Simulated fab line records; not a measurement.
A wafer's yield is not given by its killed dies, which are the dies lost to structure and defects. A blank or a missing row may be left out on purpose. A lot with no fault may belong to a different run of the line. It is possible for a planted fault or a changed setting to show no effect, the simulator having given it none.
2 desks, one fault + flow nand-harc + what lay behind the numbers comes last; until then each desk has only its own

== THE DEFECT DESK ==
For each lot, the counts of the inspections along the route, averaged over the sampled wafers that have a number. A lot is out of limits, marked OUT, if its mean lies more than 4 standard deviations from the usual mean; the brackets give that distance.
Columns: A = raw-defect-count at NHARC_A_START_INSPECT_01, usual 3.5
| lot  | first seen here | A   |
|------|-----------------|-----|
| L361 | day 6 16:37     | 3.0 |
| L362 | day 7 03:22     | 3.7 |
| L363 | day 7 17:26     | 4.0 |
| L364 | day 8 03:32     | 6.0 |
| L365 | day 8 13:34     | 4.3 |
| L368 | day 9 15:02     | 2.7 |
| L373 | day 11 14:48    | 3.3 |
| L378 | day 13 17:53    | 2.0 |
| L379 | day 14 02:42    | 4.3 |
| L380 | day 14 19:32    | 3.3 |
| L381 | day 15 01:20    | 4.3 |
| L383 | day 16 00:41    | 2.0 |
| L384 | day 16 07:57    | 3.3 |
This desk's finding: nothing out of limits on any of the 13 lots.

== METROLOGY DESK ==
Means of the sampled wafers that have a number, per lot and without regard to the tool the lot ran on: this is what the gauges read. A lot is out of limits, marked OUT, if its mean lies more than 4 standard deviations from the usual mean; the brackets give that distance.
Columns: A = thk-nm at NHARC_A_ONON_D1_THK_MEAS_02, usual 998 nm
| lot  | first seen here | A              |
|------|-----------------|----------------|
| L361 | day 7 15:37     | 992            |
| L362 | day 8 02:27     | 977            |
| L363 | day 8 19:43     | 1000           |
| L364 | day 9 03:07     | 996            |
| L365 | day 9 12:33     | 1000           |
| L368 | day 10 14:35    | 1014           |
| L373 | day 12 14:19    | 1205 (+19) OUT |
| L378 | day 14 20:08    | 998            |
| L379 | day 15 04:05    | 1003           |
| L380 | day 15 19:14    | 1000           |
| L381 | day 16 02:18    | 994            |
| L383 | day 17 02:45    | 996            |
| L384 | day 17 07:34    | 1008           |
This desk's finding: out of limits on L373; first on L373, day 12 14:19 (thk-nm at NHARC_A_ONON_D1_THK_MEAS_02). Within limits: L361, L362, L363, L364, L365, L368, L378, L379, L380, L381, L383, L384.

== TAKEN TOGETHER ==
Metrology desk: alarm possible at day 12 14:19 on L373.
Nothing the defect desk looked at was out of limits.
The defect desk has L373 on record, within its limits.
On pecvd-onon-02, each named lot ran NHARC_A_ONON_D1_DEP_00.

== WHAT THE SIMULATOR PUT IN ==
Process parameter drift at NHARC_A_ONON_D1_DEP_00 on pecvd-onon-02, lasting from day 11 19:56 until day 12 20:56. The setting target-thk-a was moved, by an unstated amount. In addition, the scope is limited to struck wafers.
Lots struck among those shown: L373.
Delay in hours, fault start to first out-of-limits reading, per desk: metrology desk 18.
